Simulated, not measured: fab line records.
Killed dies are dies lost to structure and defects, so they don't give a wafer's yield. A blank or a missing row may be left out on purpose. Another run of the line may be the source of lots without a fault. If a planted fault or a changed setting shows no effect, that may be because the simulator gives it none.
Matching of chambers	flow n5_finfet	N5_BEOL_M4_PECVD_72 on pecvd-03 has 3 sister chambers
The step deposits SiO2 from TEOS/O2, target thk 16 nm, time 18 s. 14 wafers are shown with their chamber, then 7 later ones without.

WAFERS, EACH WITH ITS CHAMBER
wafer	chamber	throttle_valve_pct (%)	showerhead_plenum_p_Torr (Torr)	heater_power_w (W)
L080.2	2	22.4	8.79	638
L080.4	1	24.3	8.83	540
L080.6	0	22.1	8.77	808
L081.2	1	24.4	8.83	598
L081.3	0	22.4	8.76	828
L081.4	2	22.5	8.77	687
L084.1	0	22.3	8.76	779
L084.3	1	24.6	8.84	606
L084.6	0	22.2	8.77	828
L085.2	0	22.0	8.76	818
L085.3	1	24.4	8.84	543
L085.6	1	24.3	8.82	541
L087.1	0	22.3	8.76	852
L087.2	1	24.0	8.83	618

SIGNATURES (averages over the wafers above)
reading	chamber 0	chamber 1	chamber 2	scatter within a chamber
throttle_valve_pct	22.217	24.333	22.450	0.167
showerhead_plenum_p_Torr	8.7633	8.8317	8.7800	0.00749
heater_power_w	818.83	574.33	662.50	31.5
Rule: for each reading, subtract the chamber's mean from the wafer's reading, divide by that reading's scatter and square the result; add these up over the readings and take the root, which gives the wafer's distance from the chamber. If the next closest chamber is less than 2 further off than the closest, the wafer can't be placed; otherwise it belongs to the closest. The scatter: the root of (the sum of the squares of (reading less its chamber's mean) over the shown wafers, divided by (wafers less chambers)).

WAFERS WITHOUT THEIR CHAMBER
wafer	throttle_valve_pct (%)	showerhead_plenum_p_Torr (Torr)	heater_power_w (W)
L087.3	22.4	8.76	872
L091.1	20.6	8.78	650
L091.3	22.6	8.76	720
L091.5	21.0	8.75	669
L095.1	20.8	8.76	673
L095.2	22.3	8.76	847
L095.4	20.8	8.79	690

WHICH CHAMBER EACH ONE RAN IN
wafer	from the rows above	in truth
L087.3	0	0
L091.1	can't be placed: 2 or 0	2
L091.3	can't be placed: 2 or 0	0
L091.5	can't be placed: 0 or 2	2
L095.1	can't be placed: 0 or 2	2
L095.2	0	0
L095.4	can't be placed: 2 or 0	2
Correctly placed: 2 of 7. Can't be placed from these rows: 5 (the true chamber is among the candidates in 5). Number placed wrongly: 0.
